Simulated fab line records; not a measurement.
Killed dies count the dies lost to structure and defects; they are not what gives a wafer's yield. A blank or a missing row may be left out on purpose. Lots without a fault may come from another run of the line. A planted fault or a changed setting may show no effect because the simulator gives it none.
Matching of chambers || flow n5_finfet || N5_BEOL_M4_ALD_84 on ald_metal-02 has 4 sister chambers
The step deposits TaN, pulse time 2 s, purge time 3 s, co reactant purge time 2 s. 8 wafers are shown with their chamber, then 11 later ones without.

## WAFERS, EACH WITH ITS CHAMBER
{"wafer": "L079.6", "chamber": 0, "heater_power_w (W)": 412}
{"wafer": "L081.2", "chamber": 2, "heater_power_w (W)": 391}
{"wafer": "L081.4", "chamber": 1, "heater_power_w (W)": 410}
{"wafer": "L081.5", "chamber": 1, "heater_power_w (W)": 418}
{"wafer": "L084.1", "chamber": 2, "heater_power_w (W)": 383}
{"wafer": "L084.3", "chamber": 3, "heater_power_w (W)": 417}
{"wafer": "L084.4", "chamber": 0, "heater_power_w (W)": 383}
{"wafer": "L087.2", "chamber": 3, "heater_power_w (W)": 416}

## WAFERS WITH NO CHAMBER GIVEN
{"wafer": "L087.4", "heater_power_w (W)": 379}
{"wafer": "L087.6", "heater_power_w (W)": 418}
{"wafer": "L090.1", "heater_power_w (W)": 413}
{"wafer": "L090.5", "heater_power_w (W)": 397}
{"wafer": "L090.6", "heater_power_w (W)": 387}
{"wafer": "L092.2", "heater_power_w (W)": 423}
{"wafer": "L092.5", "heater_power_w (W)": 405}
{"wafer": "L092.6", "heater_power_w (W)": 381}
{"wafer": "L094.4", "heater_power_w (W)": 416}
{"wafer": "L094.5", "heater_power_w (W)": 417}
{"wafer": "L094.6", "heater_power_w (W)": 391}

## WHICH CHAMBER EACH ONE RAN IN
{"wafer": "L087.4", "from the rows above": "can't be placed: 2 or 0", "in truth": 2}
{"wafer": "L087.6", "from the rows above": "can't be placed: 3 or 1 or 0", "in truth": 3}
{"wafer": "L090.1", "from the rows above": "can't be placed: 1 or 3 or 0", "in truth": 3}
{"wafer": "L090.5", "from the rows above": "can't be placed: 0 or 2 or 1 or 3", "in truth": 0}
{"wafer": "L090.6", "from the rows above": "can't be placed: 2 or 0", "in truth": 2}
{"wafer": "L092.2", "from the rows above": "can't be placed: 3 or 1 or 0", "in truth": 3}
{"wafer": "L092.5", "from the rows above": "can't be placed: 0 or 1 or 3 or 2", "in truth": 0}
{"wafer": "L092.6", "from the rows above": "can't be placed: 2 or 0", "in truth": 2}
{"wafer": "L094.4", "from the rows above": "can't be placed: 3 or 1 or 0", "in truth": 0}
{"wafer": "L094.5", "from the rows above": "can't be placed: 3 or 1 or 0", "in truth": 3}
{"wafer": "L094.6", "from the rows above": "can't be placed: 2 or 0 or 1 or 3", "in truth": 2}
Correct placement for 0 of the 11. Not placeable from these rows: 11 (in 11, the candidates include the true chamber). Placed wrongly: 0.
How it was worked out, from the rows above alone: a wafer's distance from a chamber is the root of the sum, over the readings, of the square of ((its reading less the chamber's mean) divided by the reading's scatter). If the next closest chamber is less than 2 further off than the closest, the wafer can't be placed; otherwise it belongs to the closest. The mean given for a chamber averages the wafers shown for that chamber. The scatter is the square root of a quotient: the sum, over the shown wafers, of each reading's squared deviation from its chamber's mean, divided by wafers minus chambers.
